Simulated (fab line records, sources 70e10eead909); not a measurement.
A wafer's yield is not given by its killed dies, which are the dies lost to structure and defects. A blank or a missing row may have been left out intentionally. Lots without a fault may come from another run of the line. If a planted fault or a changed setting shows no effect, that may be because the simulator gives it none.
fab line records + flow nandHarc + part 2 of 2: steps 24 to 29 of 29
[record]
- lots = 5
- wafers = 15
- lastDay = 23
route steps=1159 shown A_STAIRCASE@561
lots that met no fault: taken from a fault-free run of the same line
startH: the number of hours between the record's first day and the start of the first shown wafer of the lot + waitH: hours elapsed since this lot's preceding step + " repeats the value in the row above + L1.1+2: a single row standing in for several wafers + - value missing, or start not given + * or withheld: withheld + < > ~ a bound
route shown NAME@n: a module of which the file shows steps, and the number in the route of the first + usual: mean/standard deviation taken from wafers without a fault + same: alike in all rows + chamber/n: place in a boat + sites: readings site by site + _std_site: how widely they spread, as a standard deviation + _edge_site: inner sites' mean taken away from outer sites' mean + radiusMm: how far each site lies from the wafer's centre + mask NAME#n: copy n + behind: tool/chamber where the wafer was last shaped + hold: cause of the lot's hold/its duration in hours/its outcome + device: whichever transistor did not switch (one of n, p or np) + end of line: the tests these same wafers got at the end of their route + a step given without rows: its recipe and nothing more + killed: not the wafer's yield, but the dies lost to structure and defects at the first sort + map: per-die view of a wafer (x killed, . not killed, _ where there is no die)
set.NAME: the setting as run; set.NAME@STEP: as run at that earlier step + model.NAME: the simulator's own value behind a step, which no gauge read
lots at some steps of the route; a table a step, a row a wafer
services: from which hour (startH, from the record's first day; less than 0 if before it) a tool's chamber was out of use, for how many hours, and why
[[steps]]
[step NHARC_A_STAIRCASE_ETCH_192]
[recipe]
- targetDepthA = 1000
- timeS = 40.5
- ionEnergyEv = 400
- c4f8FlowSccm = 20
- o2FlowSccm = 10
- arFlowSccm = withheld
- rfW = 600
- biasW = 1000
- chemistry = C4F8/O2
[usual]
- biasW = 1000/3
- oesProductAu = 0.943/0.012
- rfVppV = 893/5.5
| lot.wafer | tool       | chamber | startH | waitH | biasW | oesProductAu | rfHoursCounterH | rfVppV |
|-----------|------------|---------|--------|-------|-------|--------------|-----------------|--------|
| L075.2    | rieDiel-08 | 2       | -      | -     | 997   | 0.947        | 44              | 886    |
| L075.4    | "          | 3       | "      | "     | 1003  | 0.948        | 47              | 894    |
| L075.5    | "          | 1       | "      | "     | 1002  | 0.920        | -               | 889    |
| L086.2    | rieDiel-08 | 0       | -      | -     | 994   | 0.943        | 4               | 888    |
| L086.3    | "          | 1       | "      | "     | 999   | 0.928        | 5               | 888    |
| L086.4    | "          | 3       | "      | "     | 1002  | 0.923        | 4               | 896    |
| L090.4    | rieDiel-05 | 3       | -      | -     | 1003  | 0.941        | 58              | 894    |
| L090.2    | "          | 1       | "      | "     | 1004  | 0.941        | 70              | 890    |
| L090.6    | "          | 0       | "      | "     | 999   | 0.919        | -               | 887    |
| L093.2    | rieDiel-02 | 1       | -      | -     | 1006  | 0.938        | 6               | 896    |
| L093.1    | "          | 2       | "      | "     | 1001  | 0.950        | 7               | 890    |
| L093.5    | "          | 1       | "      | "     | 1004  | 0.935        | -               | 897    |
| L095.1    | rieDiel-05 | 3       | -      | -     | 1001  | 0.954        | 5               | 892    |
| L095.3    | "          | 0       | "      | "     | 1002  | 0.942        | 4               | 888    |
| L095.2    | "          | 1       | "      | "     | 1000  | 0.965        | 5               | 892    |
[step NHARC_A_STAIRCASE_TRIM_193]
[recipe]
- timeS = 211.2
- o2FlowSccm = 500
- arFlowSccm = 0
- biasW = 0
- chemistry = O2
[usual]
- drypumpMotorCurrentA = 5.8/0.54
- oesProductAu = 1.003/0.0099
- rfVppV = 57.6/0.96
- showerheadPlenumPTorr = 3.46/0.15
- throttleValvePct = 17.035/0.0095
[same]
- biasW = 0
| lot.wafer | tool       | chamber | startH | waitH | drypumpMotorCurrentA | oesProductAu | rfHoursCounterH | rfVppV | showerheadPlenumPTorr | throttleValvePct |
|-----------|------------|---------|--------|-------|----------------------|--------------|-----------------|--------|-----------------------|------------------|
| L075.4    | rieDiel-08 | 0       | -      | -     | 5.9                  | 1.011        | 43              | 57.2   | 3.33                  | 17.028           |
| L075.2    | "          | 2       | "      | "     | 6.1                  | 1.014        | 44              | 57.3   | 3.29                  | 17.044           |
| L075.5    | "          | 0       | "      | "     | 5.9                  | 1.002        | -               | 57.8   | 3.33                  | 17.040           |
| L086.2    | rieDiel-08 | 1       | -      | -     | 6.5                  | 0.991        | 5               | 57.5   | 3.32                  | 17.032           |
| L086.4    | "          | 2       | "      | "     | 6.1                  | 1.006        | 5               | 59.4   | 3.81                  | 17.027           |
| L086.3    | "          | 3       | "      | "     | 6.0                  | 0.988        | 4               | 57.4   | 3.47                  | 17.024           |
| L090.4    | rieDiel-05 | 2       | -      | -     | 6.4                  | 1.015        | 58              | 58.6   | 3.77                  | 17.035           |
| L090.2    | "          | 1       | "      | "     | 6.0                  | 1.016        | 70              | 57.9   | 3.39                  | 17.026           |
| L090.6    | "          | 2       | "      | "     | 6.4                  | 1.011        | -               | 57.8   | 3.77                  | 17.036           |
| L093.1    | rieDiel-02 | 1       | -      | -     | 5.7                  | 0.995        | 6               | 57.9   | 3.56                  | 17.054           |
| L093.2    | "          | 2       | "      | "     | 5.7                  | 1.007        | 7               | 56.7   | 3.36                  | 17.037           |
| L093.5    | "          | 0       | "      | "     | 6.3                  | 1.012        | -               | 58.2   | 3.45                  | 17.011           |
| L095.2    | rieDiel-05 | 0       | -      | -     | 5.9                  | 0.982        | 4               | 57.1   | 3.31                  | 17.031           |
| L095.1    | "          | 1       | "      | "     | 6.0                  | 1.024        | 5               | 58.0   | 3.39                  | 17.039           |
| L095.3    | "          | 2       | "      | "     | 6.4                  | 1.004        | 6               | 58.1   | 3.77                  | 17.040           |
[step NHARC_A_STAIRCASE_ETCH_194]
[recipe]
- targetDepthA = 1000
- timeS = 40.5
- ionEnergyEv = 400
- c4f8FlowSccm = 20
- o2FlowSccm = 10
- arFlowSccm = withheld
- rfW = 600
- biasW = 1000
- chemistry = C4F8/O2
[usual]
- biasW = 999.6/2.7
- oesProductAu = 0.943/0.012
- rfVppV = 894/5.8
| lot.wafer | tool       | chamber | startH | waitH | biasW  | oesProductAu | rfHoursCounterH | rfVppV |
|-----------|------------|---------|--------|-------|--------|--------------|-----------------|--------|
| L075.4    | rieDiel-08 | 1       | -      | -     | 999.6  | 0.916        | 29              | 889    |
| L075.2    | "          | 3       | "      | "     | 1003.0 | 0.938        | 47              | 894    |
| L075.5    | "          | 2       | "      | "     | 997.7  | 0.946        | -               | 887    |
| L086.4    | rieDiel-08 | 2       | -      | -     | 1000.0 | 0.939        | 5               | 907    |
| L086.2    | "          | 0       | "      | "     | 998.2  | 0.950        | 4               | 889    |
| L086.3    | "          | 1       | "      | "     | 1003.1 | 0.932        | 5               | 888    |
| L090.4    | rieDiel-05 | 2       | -      | -     | 1003.9 | 0.958        | 59              | 905    |
| L090.2    | "          | 1       | "      | "     | 1002.2 | 0.953        | 70              | 892    |
| L090.6    | "          | 3       | "      | "     | 998.6  | 0.952        | -               | 892    |
| L093.1    | rieDiel-02 | 0       | -      | -     | 999.3  | 0.941        | 6               | 894    |
| L093.2    | "          | 1       | "      | "     | 1003.8 | 0.943        | 6               | 897    |
| L093.5    | "          | 2       | "      | "     | 1000.3 | 0.962        | -               | 890    |
| L095.3    | rieDiel-05 | 0       | -      | -     | 1001.7 | 0.926        | 4               | 887    |
| L095.2    | "          | 2       | "      | "     | 1000.1 | 0.941        | 6               | 905    |
| L095.1    | "          | 3       | "      | "     | 1001.0 | 0.954        | 5               | 894    |
[step NHARC_A_STAIRCASE_TRIM_196]
[recipe]
- timeS = 211.2
- o2FlowSccm = 500
- arFlowSccm = 0
- biasW = 0
- chemistry = O2
[usual]
- drypumpMotorCurrentA = 5.8/0.51
- oesProductAu = 1.003/0.0096
- rfVppV = 57.6/0.83
- showerheadPlenumPTorr = 3.46/0.14
- throttleValvePct = 17.036/0.0081
[same]
- biasW = 0
| lot.wafer | tool       | chamber | startH | waitH | drypumpMotorCurrentA | oesProductAu | rfHoursCounterH | rfVppV | showerheadPlenumPTorr | throttleValvePct |
|-----------|------------|---------|--------|-------|----------------------|--------------|-----------------|--------|-----------------------|------------------|
| L075.2    | rieDiel-02 | 0       | 251.63 | 0.1   | 6.3                  | 1.008        | 35              | 59.0   | 3.47                  | 17.038           |
| L075.4    | "          | 1       | "      | "     | 5.7                  | 1.013        | 36              | 57.8   | 3.58                  | 17.051           |
| L075.5    | "          | 3       | "      | "     | 4.9                  | 1.002        | -               | 58.0   | 3.61                  | 17.041           |
| L086.4    | rieDiel-08 | 2       | 319.38 | 0.1   | 6.0                  | 1.006        | 5               | 58.7   | 3.81                  | 17.034           |
| L086.2    | "          | 3       | "      | "     | 6.0                  | 0.987        | 4               | 57.4   | 3.47                  | 17.044           |
| L086.3    | "          | 1       | "      | "     | 6.5                  | 1.006        | 5               | 57.7   | 3.32                  | 17.031           |
| L090.4    | rieDiel-05 | 1       | 337.60 | 0.1   | 6.0                  | 1.003        | 70              | 56.6   | 3.39                  | 17.031           |
| L090.2    | "          | 3       | "      | "     | 4.8                  | 1.012        | 58              | 57.3   | 3.42                  | 17.031           |
| L090.6    | "          | 1       | "      | "     | 6.0                  | 1.011        | -               | 57.8   | 3.39                  | 17.037           |
| L093.2    | rieDiel-02 | 3       | 355.09 | 0.1   | 4.9                  | 1.002        | 7               | 58.9   | 3.59                  | 17.051           |
| L093.1    | "          | 0       | "      | "     | 6.3                  | 1.005        | 6               | 57.8   | 3.45                  | 17.047           |
| L093.5    | "          | 2       | "      | "     | 5.7                  | 1.012        | -               | 57.7   | 3.36                  | 17.050           |
| L095.2    | rieDiel-02 | 3       | 364.55 | 0.1   | 4.9                  | 1.003        | 12              | 57.9   | 3.58                  | 17.032           |
| L095.3    | "          | 1       | "      | "     | 5.7                  | 0.986        | 10              | 58.8   | 3.56                  | 17.041           |
| L095.1    | "          | 2       | "      | "     | 5.7                  | 1.007        | 11              | 55.8   | 3.35                  | 17.037           |
[step NHARC_A_STAIRCASE_ETCH_197]
[recipe]
- targetDepthA = 1000
- timeS = 40.5
- ionEnergyEv = 400
- c4f8FlowSccm = 20
- o2FlowSccm = 10
- arFlowSccm = withheld
- rfW = 600
- biasW = 1000
- chemistry = C4F8/O2
[usual]
- biasW = 999.7/2.7
- oesProductAu = 0.949/0.018
- rfVppV = 894/5.2
| lot.wafer | tool       | chamber | startH | waitH | biasW  | oesProductAu | rfHoursCounterH | rfVppV |
|-----------|------------|---------|--------|-------|--------|--------------|-----------------|--------|
| L075.2    | rieDiel-02 | 1       | -      | -     | 1001.4 | 0.957        | 36              | 897    |
| L075.4    | "          | 2       | "      | "     | 1004.3 | 0.950        | 33              | 891    |
| L075.5    | "          | 3       | "      | "     | 1001.9 | 0.950        | -               | 900    |
| L086.2    | rieDiel-08 | 1       | -      | -     | 1001.3 | 0.933        | 5               | 889    |
| L086.4    | "          | 2       | "      | "     | 1000.6 | 0.939        | 5               | 906    |
| L086.3    | "          | 3       | "      | "     | 997.4  | 0.937        | 4               | 893    |
| L090.4    | rieDiel-05 | 2       | -      | -     | 995.0  | 0.950        | 59              | 904    |
| L090.2    | "          | 0       | "      | "     | 995.5  | 0.922        | 65              | 888    |
| L090.6    | "          | 1       | "      | "     | 1004.9 | 0.943        | -               | 889    |
| L093.1    | rieDiel-02 | 0       | -      | -     | 1004.7 | 0.933        | 6               | 894    |
| L093.2    | "          | 2       | "      | "     | 997.6  | 0.949        | 7               | 890    |
| L093.5    | "          | 0       | "      | "     | 999.2  | 0.944        | -               | 893    |
| L095.3    | rieDiel-02 | 2       | -      | -     | 999.5  | 0.980        | 11              | 889    |
| L095.2    | "          | 0       | "      | "     | 1002.1 | 0.967        | 10              | 893    |
| L095.1    | "          | 1       | "      | "     | 1002.6 | 0.972        | 10              | 896    |
[step NHARC_A_STAIRCASE_TRIM_198]
[recipe]
- timeS = 211.2
- o2FlowSccm = 500
- arFlowSccm = 0
- biasW = 0
- chemistry = O2
[usual]
- drypumpMotorCurrentA = 5.8/0.49
- oesProductAu = 1.004/0.0097
- rfVppV = 57.6/0.85
- showerheadPlenumPTorr = 3.47/0.14
- throttleValvePct = 17.036/0.0085
[same]
- biasW = 0
| lot.wafer | tool       | chamber | startH | waitH | drypumpMotorCurrentA | oesProductAu | rfHoursCounterH | rfVppV | showerheadPlenumPTorr | throttleValvePct |
|-----------|------------|---------|--------|-------|----------------------|--------------|-----------------|--------|-----------------------|------------------|
| L075.4    | rieDiel-02 | 1       | -      | -     | 5.7                  | 1.007        | 36              | 58.6   | 3.58                  | 17.042           |
| L075.2    | "          | 3       | "      | "     | 4.9                  | 1.000        | 29              | 57.8   | 3.61                  | 17.033           |
| L075.5    | "          | 1       | "      | "     | 5.7                  | 1.013        | -               | 57.4   | 3.58                  | 17.030           |
| L086.4    | rieDiel-08 | 0       | -      | -     | 5.8                  | 0.999        | 4               | 58.2   | 3.32                  | 17.042           |
| L086.3    | "          | 2       | "      | "     | 6.1                  | 1.003        | 5               | 57.2   | 3.81                  | 17.030           |
| L086.2    | "          | 3       | "      | "     | 6.0                  | 0.990        | 4               | 57.8   | 3.47                  | 17.034           |
| L090.4    | rieDiel-05 | 1       | -      | -     | 6.0                  | 1.016        | 70              | 58.0   | 3.39                  | 17.024           |
| L090.2    | "          | 3       | "      | "     | 4.8                  | 1.016        | 58              | 56.3   | 3.42                  | 17.034           |
| L090.6    | "          | 1       | "      | "     | 6.0                  | 1.004        | -               | 57.5   | 3.39                  | 17.036           |
| L093.1    | rieDiel-02 | 1       | -      | -     | 5.7                  | 0.999        | 6               | 59.1   | 3.56                  | 17.033           |
| L093.2    | "          | 3       | "      | "     | 4.9                  | 1.010        | 7               | 56.7   | 3.59                  | 17.040           |
| L093.5    | "          | 1       | "      | "     | 5.7                  | 0.987        | -               | 56.9   | 3.56                  | 17.036           |
| L095.1    | rieDiel-02 | 1       | -      | -     | 5.7                  | 0.995        | 10              | 57.4   | 3.56                  | 17.061           |
| L095.3    | "          | 3       | "      | "     | 4.9                  | 1.009        | 12              | 56.2   | 3.58                  | 17.038           |
| L095.2    | "          | 0       | "      | "     | 6.3                  | 1.002        | 10              | 57.9   | 3.45                  | 17.040           |
[[services]]
| tool           | chamber | startH | hours | kind   |
|----------------|---------|--------|-------|--------|
| rieDiel-02     | 0       | 233.48 | -     | clean  |
| rieDiel-02     | 1       | 233.48 | -     | clean  |
| rieDiel-02     | 2       | 233.48 | -     | clean  |
| rieDiel-02     | 3       | 233.48 | -     | clean  |
| lithoTrack-05  | -       | 237.00 | 7.0   | pm     |
| krfScanner-03  | -       | 245.65 | 4.8   | repair |
| krfScanner-03  | -       | 252.98 | 19.3  | repair |
| rieDiel-02     | 0       | 259.18 | -     | clean  |
| rieDiel-02     | 1       | 259.18 | -     | clean  |
| rieDiel-08     | 1       | 266.83 | 8.9   | repair |
| plasmaAsher-01 | -       | 276.00 | 9.0   | pm     |
| wetBench-09    | -       | 288.80 | 8.0   | pm     |
| rieDiel-05     | 2       | 290.67 | 5.8   | repair |
| rieDiel-08     | -       | 302.57 | 9.0   | pm     |
| wetBench-06    | -       | 305.60 | 8.0   | pm     |
| rieDiel-05     | 0       | 326.59 | 4.0   | repair |
| rieDiel-02     | -       | 327.84 | 9.0   | pm     |
| krfScanner-02  | -       | 337.34 | 5.0   | repair |
| krfScanner-03  | -       | 340.00 | 4.0   | pm     |
| lithoTrack-02  | -       | 340.00 | 7.0   | pm     |
| rieDiel-05     | -       | 340.75 | 9.0   | pm     |
| wetBench-09    | -       | 343.51 | 2.2   | repair |
| plasmaAsher-02 | -       | 360.08 | 9.0   | pm     |
| lithoTrack-07  | -       | 364.00 | 7.0   | pm     |
